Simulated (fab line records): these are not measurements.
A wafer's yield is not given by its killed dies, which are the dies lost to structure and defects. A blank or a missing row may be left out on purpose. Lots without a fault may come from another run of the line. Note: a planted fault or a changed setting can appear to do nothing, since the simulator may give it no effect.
fab line records ; flow n5_finfet
record: lots: 9; wafers: 27; last_day: 18
route steps=1938 shown BEOL_M4@1111 BEOL_M12@1646 BEOL_M13@1659 PASSIVATION@1936
lots untouched by any fault: they come from a run of this same line in which no faults occurred
start_h: the number of hours between the record's first day and the start of the first shown wafer of the lot ; wait_h: hours elapsed since this lot's preceding step ; " same as the row above ; L1.1+2: several wafers, shown together as one row ; - no value present, or no start provided ; * or withheld: withheld ; < > ~ a bound
route shown NAME@n: NAME is a module with steps in the file, n the number in the route of the first one ; usual: mean/standard deviation taken from wafers without a fault ; same: alike in all rows ; chamber/n: place in a boat ; sites: the reading at each site ; _std_site: their standard deviation ; _edge_site: the outer-site mean with the inner-site mean subtracted ; radius_mm: how far each site lies from the wafer's centre ; mask NAME#n: copy n ; behind: the tool/chamber that last shaped the wafer ; hold: cause of the lot's hold/its duration in hours/its outcome ; device: the n, p or np transistor that did not switch ; end of line: at the end of the route, the tests of the same wafers ; a step without rows: its recipe alone ; killed: dies lost to structure and defects at the first sort, not the wafer's yield ; map: the dies of a wafer, with x for killed, . for not killed, _ for no die there
set.NAME: the setting the step ran with; set.NAME@STEP: the setting that earlier step ran with ; model.NAME: the simulator's own value behind a step, which no gauge read
one table for each step of the route and one row for each wafer, over a sample of lots
services: when a tool's chamber went out of use (start_h, in hours from the record's first day, below 0 if earlier), for how many hours, and the reason
== steps ==
step: N5_BEOL_M4_RC_MEAS_101
usual: DIBL_N: 36.0/2; DIBL_P: 36.2/2.2; IOFF_N: 0.16/0.034; IOFF_P: 0.21/0.04; ION_N: 675/12; ION_P: 463/7.2; SS_N: 71.6/0.6; SS_P: 73.3/0.67; VT_N: 250/3; VT_P: -251/3.4
lot.wafer;tool;chamber;start_h;wait_h;DIBL_N[mV/V];DIBL_P[mV/V];IOFF_N[nA/um];IOFF_P[nA/um];ION_N[uA/um];ION_P[uA/um];SS_N[mV/dec];SS_P[mV/dec];VT_N[mV];VT_P[mV]
L374.1;prober-01;0;178.60;0.0;38.6;39.1;0.22;0.26;692;468;71.6;73.7;248;-250
L374.3;prober-01;0;178.60;0.0;37.0;37.7;0.19;0.24;684;467;71.2;73.8;246;-248
L374.5;prober-01;0;178.60;0.0;36.2;36.8;0.18;0.22;683;464;71.8;73.9;245;-250
L375.3;prober-02;0;188.79;0.3;33.9;35.7;0.13;0.18;667;460;71.1;73.1;251;-252
L375.5;prober-02;0;188.79;0.3;35.8;37.6;0.15;0.19;680;460;71.4;73.6;248;-253
L375.6;prober-02;0;188.79;0.3;33.0;34.6;0.11;0.16;648;445;71.1;72.9;255;-255
L380.1;prober-01;0;217.68;0.0;38.6;39.9;0.24;0.29;697;474;72.4;74.3;242;-245
L380.3;prober-01;0;217.68;0.0;36.6;37.6;0.20;0.25;680;462;71.6;73.6;245;-248
L380.6;prober-01;0;217.68;0.0;37.7;38.0;0.22;0.26;693;470;72.3;73.6;245;-248
L384.2;prober-01;0;242.75;0.2;40.9;40.8;0.20;0.26;700;469;71.1;75.2;247;-249
L384.3;prober-01;0;242.75;0.2;40.6;40.0;0.20;0.25;687;466;71.7;74.1;247;-249
L384.4;prober-01;0;242.75;0.2;39.4;38.3;0.18;0.22;697;470;71.0;74.0;249;-250
L389.2;prober-01;0;269.60;0.2;37.9;38.1;0.19;0.26;691;474;72.3;73.6;248;-245
L389.4;prober-01;0;269.60;0.2;37.9;37.8;0.19;0.26;697;472;72.0;73.1;245;-245
L389.6;prober-01;0;269.60;0.2;36.9;36.9;0.17;0.23;681;464;71.6;73.2;248;-249
L392.2;prober-02;0;275.28;0.2;35.3;36.7;0.16;0.24;681;470;71.8;73.5;248;-247
L392.4;prober-02;0;275.28;0.2;39.6;39.8;0.24;0.31;696;475;73.1;74.0;248;-246
L392.5;prober-02;0;275.28;0.2;34.0;33.5;0.14;0.20;660;460;71.3;72.9;251;-250
L390.2;prober-02;0;279.87;0.2;34.0;35.0;0.12;0.19;664;466;70.8;73.1;256;-253
L390.4;prober-02;0;279.87;0.2;35.0;35.1;0.13;0.19;669;453;71.7;73.5;253;-253
L390.5;prober-02;0;279.87;0.2;33.0;33.5;0.11;0.17;653;459;70.2;72.1;256;-252
L395.2;prober-01;0;311.77;0.2;39.8;39.3;0.24;0.29;696;470;72.4;74.2;243;-246
L395.4;prober-01;0;311.77;0.2;35.9;36.6;0.17;0.23;690;464;71.0;72.5;247;-247
L395.6;prober-01;0;311.77;0.2;35.3;35.1;0.15;0.21;669;467;71.4;72.7;251;-252
L396.2;prober-01;0;317.14;0.2;34.0;33.6;0.12;0.18;669;459;71.1;73.0;253;-252
L396.3;prober-01;0;317.14;0.2;35.2;34.5;0.14;0.19;666;456;71.7;73.5;252;-254
L396.5;prober-01;0;317.14;0.2;35.9;34.8;0.15;0.19;673;456;71.7;72.7;250;-253
step: N5_BEOL_M12_DEGAS_41
recipe: ambient: vacuum; temp_c: 250; time_s: 60
usual: heater_power_w: 326/27
lot.wafer;tool;chamber;start_h;wait_h;heater_power_w
L374.1;pvd_sputter-02;-;250.83;0.4;307
L374.3;pvd_sputter-02;-;250.83;0.4;285
L374.5;pvd_sputter-02;-;250.83;0.4;345
L375.3;pvd_sputter-01;-;257.57;0.5;357
L375.5;pvd_sputter-01;-;257.57;0.5;350
L375.6;pvd_sputter-01;-;257.57;0.5;314
L380.1;pvd_sputter-02;-;295.83;0.1;311
L380.3;pvd_sputter-02;-;295.83;0.1;337
L380.6;pvd_sputter-02;-;295.83;0.1;329
L384.2;pvd_sputter-02;-;333.13;0.2;328
L384.3;pvd_sputter-02;-;333.13;0.2;345
L384.4;pvd_sputter-02;-;333.13;0.2;309
L389.2;pvd_sputter-03;-;360.73;0.2;312
L389.4;pvd_sputter-03;-;360.73;0.2;359
L389.6;pvd_sputter-03;-;360.73;0.2;409
L392.2;pvd_sputter-02;-;366.41;0.5;281
L392.4;pvd_sputter-02;-;366.41;0.5;320
L392.5;pvd_sputter-02;-;366.41;0.5;345
L390.2;pvd_sputter-02;-;369.35;0.2;292
L390.4;pvd_sputter-02;-;369.35;0.2;347
L390.5;pvd_sputter-02;-;369.35;0.2;276
L395.2;pvd_sputter-03;-;391.55;0.2;307
L395.4;pvd_sputter-03;-;391.55;0.2;401
L395.6;pvd_sputter-03;-;391.55;0.2;305
L396.2;pvd_sputter-02;-;399.59;0.6;319
L396.3;pvd_sputter-02;-;399.59;0.6;286
L396.5;pvd_sputter-02;-;399.59;0.6;339
step: N5_BEOL_M12_SPUTTER_43
recipe: material: TaN; target_thk_a: 150; temp_c: 50; bias_v: 168.6; power_w: 15000; chamber_pressure_pa: 0.12; time_s: 24.19
usual: bias_v: 168.6/1.5; cathode_dc_power_W: 15000/2.9; throttle_valve_pct: 30.2/0.91
lot.wafer;tool;chamber;start_h;wait_h;bias_v;cathode_dc_power_W;throttle_valve_pct
L374.1;pvd_sputter-02;-;250.91;0.0;168.1;14999;31.9
L374.3;pvd_sputter-02;-;250.91;0.0;168.8;15000;30.4
L374.5;pvd_sputter-02;-;250.91;0.0;168.1;14999;30.6
L375.3;pvd_sputter-01;-;257.65;0.0;171.0;15003;31.3
L375.5;pvd_sputter-01;-;257.65;0.0;168.3;15003;31.3
L375.6;pvd_sputter-01;-;257.65;0.0;170.7;15000;29.0
L380.1;pvd_sputter-02;-;295.91;0.0;167.7;15003;31.7
L380.3;pvd_sputter-02;-;295.91;0.0;169.1;14999;29.1
L380.6;pvd_sputter-02;-;295.91;0.0;168.7;15005;29.4
L384.2;pvd_sputter-02;-;333.21;0.0;166.8;15001;29.6
L384.3;pvd_sputter-02;-;333.21;0.0;168.9;15005;30.5
L384.4;pvd_sputter-02;-;333.21;0.0;169.9;15001;32.0
L389.2;pvd_sputter-03;-;360.81;0.0;167.8;15004;30.0
L389.4;pvd_sputter-03;-;360.81;0.0;167.5;15000;29.8
L389.6;pvd_sputter-03;-;360.81;0.0;168.5;15001;29.2
L392.2;pvd_sputter-02;-;366.49;0.0;-;-;-
L392.4;pvd_sputter-02;-;366.49;0.0;-;-;-
L392.5;pvd_sputter-02;-;366.49;0.0;-;-;-
L390.2;pvd_sputter-02;-;369.43;0.0;-;-;-
L390.4;pvd_sputter-02;-;369.43;0.0;-;-;-
L390.5;pvd_sputter-02;-;369.43;0.0;-;-;-
L395.2;pvd_sputter-03;-;391.63;0.0;172.3;14999;30.1
L395.4;pvd_sputter-03;-;391.63;0.0;166.5;15001;29.3
L395.6;pvd_sputter-03;-;391.63;0.0;171.2;15000;30.2
L396.2;pvd_sputter-02;-;399.67;0.0;170.8;14994;31.8
L396.3;pvd_sputter-02;-;399.67;0.0;167.1;15002;30.0
L396.5;pvd_sputter-02;-;399.67;0.0;170.5;15003;31.0
step: N5_BEOL_M12_CMP_49
recipe: stop_on: SiOC; t_overpolish_s: 20.6; down_force_psi: 1; platen_rpm: 50; clearing_platen_down_force_psi: 1.5; clearing_platen_rpm: 50; post_cmp_clean: cu_alkaline; target_thk_nm: 320; clearing_platen_pad_velocity_m_s: 0.99484; pad_velocity_m_s: 0.99484
usual: barrier_field_endpoint_s: 30.2/0.81; motor_current_A: 6.2/0.53
lot.wafer;tool;chamber;start_h;wait_h;barrier_field_endpoint_s;motor_current_A
L374.3;cmp-01;3;251.78;0.2;30.4;5.8
L374.1;cmp-01;2;251.78;0.2;32.1;5.6
L374.5;cmp-01;0;251.78;0.2;30.9;6.1
L375.3;cmp-02;0;258.48;0.3;29.8;7.0
L375.6;cmp-02;1;258.48;0.3;30.3;6.2
L375.5;cmp-02;2;258.48;0.3;29.4;6.9
L380.1;cmp-04;0;297.25;0.3;32.1;5.7
L380.3;cmp-04;1;297.25;0.3;29.9;7.2
L380.6;cmp-04;1;297.25;0.3;30.1;7.0
L384.2;cmp-04;1;334.66;0.2;30.1;6.6
L384.3;cmp-04;2;334.66;0.2;31.0;5.7
L384.4;cmp-04;3;334.66;0.2;30.4;5.7
L389.2;cmp-01;1;361.60;0.3;29.1;6.9
L389.4;cmp-01;2;361.60;0.3;30.5;5.3
L389.6;cmp-01;3;361.60;0.3;29.4;5.9
L392.4;cmp-04;3;367.43;0.2;12.1;5.7
L392.2;cmp-04;1;367.43;0.2;11.9;6.6
L392.5;cmp-04;2;367.43;0.2;12.0;5.5
L390.4;cmp-02;1;370.15;0.1;11.9;6.1
L390.2;cmp-02;3;370.15;0.1;12.0;6.4
L390.5;cmp-02;1;370.15;0.1;11.9;6.0
L395.4;cmp-04;2;392.46;0.2;31.1;5.6
L395.2;cmp-04;0;392.46;0.2;31.4;6.1
L395.6;cmp-04;2;392.46;0.2;30.9;5.7
L396.3;cmp-04;0;400.66;0.2;30.8;6.1
L396.2;cmp-04;2;400.66;0.2;30.5;5.3
L396.5;cmp-04;3;400.66;0.2;31.5;5.5
step: N5_BEOL_M12_THK_MEAS_50
recipe: thk_meas_gauge: xrf; reads: Cu_of_BEOL_M12_ECD_47
usual: M12_THK: 316/4.9
lot.wafer;tool;chamber;start_h;wait_h;M12_THK[nm]
L374.1;film_metro-02;-;252.08;-;315
L374.3;film_metro-02;-;252.08;-;313
L374.5;film_metro-02;-;252.08;-;315
L375.3;film_metro-02;-;258.66;-;315
L375.5;film_metro-02;-;258.66;-;320
L375.6;film_metro-02;-;258.66;-;316
L380.1;film_metro-01;-;297.54;-;311
L380.3;film_metro-01;-;297.54;-;311
L380.6;film_metro-01;-;297.54;-;310
L384.2;film_metro-01;-;334.95;-;317
L384.3;film_metro-01;-;334.95;-;316
L384.4;film_metro-01;-;334.95;-;320
L389.2;film_metro-01;-;361.82;-;308
L389.4;film_metro-01;-;361.82;-;313
L389.6;film_metro-01;-;361.82;-;308
L392.2;film_metro-01;-;367.69;-;331
L392.4;film_metro-01;-;367.69;-;328
L392.5;film_metro-01;-;367.69;-;334
L390.2;film_metro-01;-;370.44;-;331
L390.4;film_metro-01;-;370.44;-;326
L390.5;film_metro-01;-;370.44;-;334
L395.2;film_metro-02;-;392.72;-;320
L395.4;film_metro-02;-;392.72;-;316
L395.6;film_metro-02;-;392.72;-;317
L396.2;film_metro-01;-;400.92;-;308
L396.3;film_metro-01;-;400.92;-;310
L396.5;film_metro-01;-;400.92;-;310
step: N5_BEOL_M12_DEP_53
recipe: material: SiCN; target_thk_a: 300; temp_c: withheld; precursor: 3MS/NH3; pressure_torr: 3; rf_w: 675; time_s: 10.5
usual: showerhead_plenum_p_Torr: 4.168/0.022; throttle_valve_pct: 17.6/0.73
lot.wafer;tool;chamber;start_h;wait_h;showerhead_plenum_p_Torr;throttle_valve_pct
L374.1;pecvd-04;0;252.14;0.0;4.193;17.2
L374.3;pecvd-04;1;252.14;0.0;4.184;18.6
L374.5;pecvd-04;0;252.14;0.0;4.208;17.1
L375.3;pecvd-03;2;258.73;0.0;4.151;17.0
L375.5;pecvd-03;0;258.73;0.0;4.178;17.5
L375.6;pecvd-03;1;258.73;0.0;4.113;17.8
L380.1;pecvd-01;2;297.60;0.0;4.161;16.8
L380.3;pecvd-01;1;297.60;0.0;4.148;18.9
L380.6;pecvd-01;2;297.60;0.0;4.159;16.8
L384.2;pecvd-04;1;335.01;0.0;4.171;18.9
L384.3;pecvd-04;0;335.01;0.0;4.208;17.0
L384.4;pecvd-04;2;335.01;0.0;4.170;16.8
L389.2;pecvd-04;2;361.88;0.0;4.172;17.2
L389.4;pecvd-04;1;361.88;0.0;4.185;18.7
L389.6;pecvd-04;0;361.88;0.0;4.195;17.0
L392.2;pecvd-03;2;367.75;0.0;4.166;17.0
L392.4;pecvd-03;2;367.75;0.0;4.169;17.5
L392.5;pecvd-03;1;367.75;0.0;4.119;17.5
L390.2;pecvd-03;1;370.50;0.0;4.117;17.5
L390.4;pecvd-03;0;370.50;0.0;4.186;17.6
L390.5;pecvd-03;2;370.50;0.0;4.158;17.2
L395.2;pecvd-01;2;392.78;0.0;4.167;17.0
L395.4;pecvd-01;0;392.78;0.0;4.175;17.7
L395.6;pecvd-01;2;392.78;0.0;4.158;16.9
L396.2;pecvd-04;2;400.98;0.0;4.178;17.5
L396.3;pecvd-04;0;400.98;0.0;4.204;17.1
L396.5;pecvd-04;1;400.98;0.0;4.190;18.4
step: N5_BEOL_M12_RS_MEAS_54
recipe: thk_meas_gauge: four-point-probe; reads: Cu_of_BEOL_M12_ECD_47+Ta_of_BEOL_M12_SPUTTER_44+TaN_of_BEOL_M12_SPUTTER_43
usual: M12_RS: 0.0602/0.00081
lot.wafer;tool;chamber;start_h;wait_h;M12_RS[ohm/sq]
L374.1;film_metro-02;-;252.20;0.0;0.0598
L374.3;film_metro-02;-;252.20;0.0;0.0607
L374.5;film_metro-02;-;252.20;0.0;0.0604
L375.3;film_metro-01;-;258.79;0.0;0.0607
L375.5;film_metro-01;-;258.79;0.0;0.0594
L375.6;film_metro-01;-;258.79;0.0;0.0603
L380.1;film_metro-01;-;297.67;0.0;0.0606
L380.3;film_metro-01;-;297.67;0.0;0.0604
L380.6;film_metro-01;-;297.67;0.0;0.0610
L384.2;film_metro-02;-;335.08;0.0;0.0600
L384.3;film_metro-02;-;335.08;0.0;0.0604
L384.4;film_metro-02;-;335.08;0.0;0.0597
L389.2;film_metro-02;-;361.95;0.0;0.0614
L389.4;film_metro-02;-;361.95;0.0;0.0604
L389.6;film_metro-02;-;361.95;0.0;0.0615
L392.2;film_metro-02;-;367.81;0.0;0.0573
L392.4;film_metro-02;-;367.81;0.0;0.0578
L392.5;film_metro-02;-;367.81;0.0;0.0569
L390.2;film_metro-01;-;370.57;0.0;0.0579
L390.4;film_metro-01;-;370.57;0.0;0.0581
L390.5;film_metro-01;-;370.57;0.0;0.0567
L395.2;film_metro-02;-;392.84;0.0;0.0601
L395.4;film_metro-02;-;392.84;0.0;0.0610
L395.6;film_metro-02;-;392.84;0.0;0.0608
L396.2;film_metro-02;-;401.05;0.0;0.0610
L396.3;film_metro-02;-;401.05;0.0;0.0604
L396.5;film_metro-02;-;401.05;0.0;0.0607
step: N5_BEOL_M13_ILD_DEP_00
recipe: material: SiOC; target_thk_a: 8379.2; temp_c: 350; precursor: DEMS/O2; pressure_torr: 5; rf_w: 500; time_s: 166.4
usual: heater_power_w: 459/67; showerhead_plenum_p_Torr: 5.695/0.018; throttle_valve_pct: 11.6/0.58
lot.wafer;tool;chamber;start_h;wait_h;heater_power_w;showerhead_plenum_p_Torr;throttle_valve_pct
L374.1;pecvd-03;1;252.27;0.0;440;5.672;11.4
L374.3;pecvd-03;2;252.27;0.0;483;5.707;10.9
L374.5;pecvd-03;2;252.27;0.0;490;5.692;11.3
L375.3;pecvd-02;1;258.85;0.0;387;5.677;11.7
L375.5;pecvd-02;1;258.85;0.0;317;5.687;11.7
L375.6;pecvd-02;0;258.85;0.0;356;5.698;12.6
L380.1;pecvd-04;0;297.73;0.0;499;5.712;11.3
L380.3;pecvd-04;1;297.73;0.0;552;5.699;12.4
L380.6;pecvd-04;2;297.73;0.0;515;5.702;11.1
L384.2;pecvd-02;0;335.14;0.0;403;5.690;12.3
L384.3;pecvd-02;2;335.14;0.0;534;5.714;11.1
L384.4;pecvd-02;0;335.14;0.0;431;5.704;12.3
L389.2;pecvd-02;2;362.01;0.0;526;5.723;10.9
L389.4;pecvd-02;2;362.01;0.0;426;5.707;10.9
L389.6;pecvd-02;0;362.01;0.0;354;5.696;12.5
L392.2;pecvd-04;1;367.87;0.0;549;5.687;12.2
L392.4;pecvd-04;2;367.87;0.0;423;5.705;11.0
L392.5;pecvd-04;0;367.87;0.0;521;5.708;11.1
L390.2;pecvd-04;2;370.63;0.0;512;5.696;11.3
L390.4;pecvd-04;0;370.63;0.0;450;5.723;11.2
L390.5;pecvd-04;2;370.63;0.0;404;5.699;11.4
L395.2;pecvd-02;2;392.91;0.0;503;5.699;10.9
L395.4;pecvd-02;0;392.91;0.0;354;5.687;12.4
L395.6;pecvd-02;2;392.91;0.0;427;5.726;10.8
L396.2;pecvd-04;0;401.11;0.0;504;5.702;10.8
L396.3;pecvd-04;1;401.11;0.0;608;5.694;12.3
L396.5;pecvd-04;2;401.11;0.0;418;5.700;11.4
step: N5_PASSIVATION_PROBE_49
usual: defect_limited_yield: 91.5/1.5; killed_at_M0_to_M3: 33/10; killed_at_M4_up: 15/6.4; killed_at_contacts: 12/5.4; killed_at_front_end: 38/9.8; killed_at_other: 4/3.1; killed_dies: 101/18; killed_open: 67/14; killed_short: 33/7.9; sort_bin_5_function: 5.0/1; sort_bin_6_memory: 3.2/0.67; sort_n_pass: 1079/18; sort_yield_pct: 91.5/1.5
same: gross_dies: 1180; killed_at_back_side: 0; sort_bin_4_leakage[%]: 0; sort_bin_8_speed[%]: 0
lot.wafer;tool;chamber;start_h;wait_h;defect_limited_yield[%];killed_at_M0_to_M3;killed_at_M4_up;killed_at_contacts;killed_at_front_end;killed_at_other;killed_dies;killed_open;killed_short;sort_bin_5_function[%];sort_bin_6_memory[%];sort_n_pass;sort_yield_pct[%]
L392.2;prober-01;-;401.11;0.1;83.8;37;101;13;37;3;191;70;31;12.6;3.2;989;83.8
L392.4;prober-01;-;401.21;0.2;84.3;25;100;10;35;15;185;70;39;11.9;3.3;995;84.3
L392.5;prober-01;-;401.26;0.2;84.1;28;103;6;46;5;188;70;26;11.7;3.9;992;84.1
L390.2;prober-02;-;404.50;0.1;82.9;29;114;11;46;2;202;77;27;13.7;3.4;978;82.9
L390.4;prober-02;-;404.60;0.2;83.2;42;110;3;38;5;198;66;36;12.7;3.6;982;83.2
L390.5;prober-02;-;404.65;0.2;83.6;30;102;20;37;4;193;79;28;12.1;4.1;987;83.6
killed by level:class
L392.2 BEOL_M12:area_sputter=89 BEOL_M3:geometric_particle:open=12 MOL_CONTACT_COAG:geometric_particle:open=10 BEOL_M0_SAQP:geometric_particle:open=8 FIN_SAQP:geometric_particle:open=7 DUMMY_GATE:geometric_particle:open=6 BEOL_M0_SAQP:geometric_particle:short=5 STARTING-WAFER:geometric_particle:open=5
L392.4 BEOL_M12:area_sputter=75 BEOL_M4:geometric_particle:open=15 DUMMY_GATE:geometric_particle:open=7 MOL_CONTACT_COAG:geometric_particle:open=6 BEOL_M3:geometric_particle:open=6 PAD_METAL:geometric_particle:open=6 BEOL_M4:geometric_particle:short=6 FIN_SAQP:geometric_particle:short=5
L392.5 BEOL_M12:area_sputter=91 FIN_SAQP:geometric_particle:open=16 FIN_SAQP:geometric_particle:short=10 BEOL_M0:geometric_particle:open=8 STARTING-WAFER:geometric_particle:open=6 BEOL_M1:geometric_particle:open=6 BEOL_M4:geometric_particle:open=6 MOL_CONTACT_COAG:geometric_particle:open=5
L390.2 BEOL_M12:area_sputter=94 BEOL_M1:geometric_particle:open=12 MOL_CONTACT_COAG:geometric_particle:open=10 STI_FIN_REVEAL:geometric_particle:open=8 BEOL_M4:geometric_particle:open=8 BEOL_M3:geometric_particle:open=7 FIN_SAQP:geometric_particle:open=6 FIN_SAQP:geometric_particle:short=6
L390.4 BEOL_M12:area_sputter=93 STI_FIN_REVEAL:geometric_particle:open=12 BEOL_M1:geometric_particle:open=10 BEOL_M4:geometric_particle:open=10 BEOL_M2:geometric_particle:open=9 STARTING-WAFER:geometric_particle:short=6 BEOL_M0_SAQP:geometric_particle:open=5 FIN_SAQP:geometric_particle:open=3
L390.5 BEOL_M12:area_sputter=84 MOL_CONTACT_COAG:geometric_particle:open=15 BEOL_M1:geometric_particle:open=9 BEOL_M4:geometric_particle:open=8 STI_FIN_REVEAL:geometric_particle:open=7 MOL_CONTACT_COAG:geometric_particle:short=5 BEOL_M3:geometric_particle:open=5 FIN_SAQP:geometric_particle:open=4
== services ==
tool;chamber;start_h;hours;kind
cmp-01;-;228.56;6.6;pm
pecvd-04;2;233.81;14.8;repair
pecvd-04;-;237.05;0.8;repair
pecvd-03;-;255.45;3.2;repair
cmp-01;-;263.20;0.5;repair
pecvd-03;0;264.70;12.5;repair
pecvd-04;-;264.72;2.1;repair
pecvd-02;2;268.35;5.5;scheduled_down
pvd_sputter-01;-;272.12;7.8;repair
pecvd-03;0;286.79;6.2;repair
pecvd-03;1;289.53;4.4;repair
cmp-01;-;295.25;2.0;repair
cmp-02;-;296.23;6.5;repair
cmp-01;-;306.26;4.0;pm
cmp-04;-;306.53;4.0;pm
cmp-04;-;310.53;-;consumable_replace:conditioner
cmp-04;-;310.53;-;consumable_replace:pad
cmp-04;-;312.89;5.5;repair
pvd_sputter-01;-;353.12;1.8;repair
cmp-04;-;355.56;2.0;repair
cmp-04;-;359.65;3.6;pm
pecvd-02;1;383.62;-;clean
pecvd-02;-;385.94;0.4;repair
pvd_sputter-03;-;400.63;1.9;repair
== key ==
first_sign: step: N5_BEOL_M12_SPUTTER_43; reading: tool_record; direction: missing
effect: step: N5_BEOL_M12_CMP_49; reading: barrier_field_endpoint_s; direction: down; sigmas: 23; usual: 30.2; struck: 11.9
effect: step: N5_BEOL_M12_THK_MEAS_50; reading: M12_THK; direction: up; sigmas: 2.9; usual: 316; struck: 330
effect: step: N5_BEOL_M12_RS_MEAS_54; reading: M12_RS; direction: down; sigmas: 3.4; usual: 0.0602; struck: 0.0574
effect: step: N5_PASSIVATION_PROBE_49; reading: killed_at_M4_up; direction: up; sigmas: 14; usual: 15; struck: 105
more_kills_born_at: N5_BEOL_M12_SPUTTER_43@pvd_sputter-02: 526
met_at N5_BEOL_M12_SPUTTER_43
struck_lots L390,L392
not_acting_at N5_BEOL_M12_DEGAS_41,N5_BEOL_M12_DEP_53,N5_BEOL_M13_ILD_DEP_00
onset_between 333.21 366.49
fault: kind: skipped_step_whole; tool: pvd_sputter-02; chamber: -; onset_h: 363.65; steps: N5_BEOL_M12_SPUTTER_43; scope: struck_lots_only
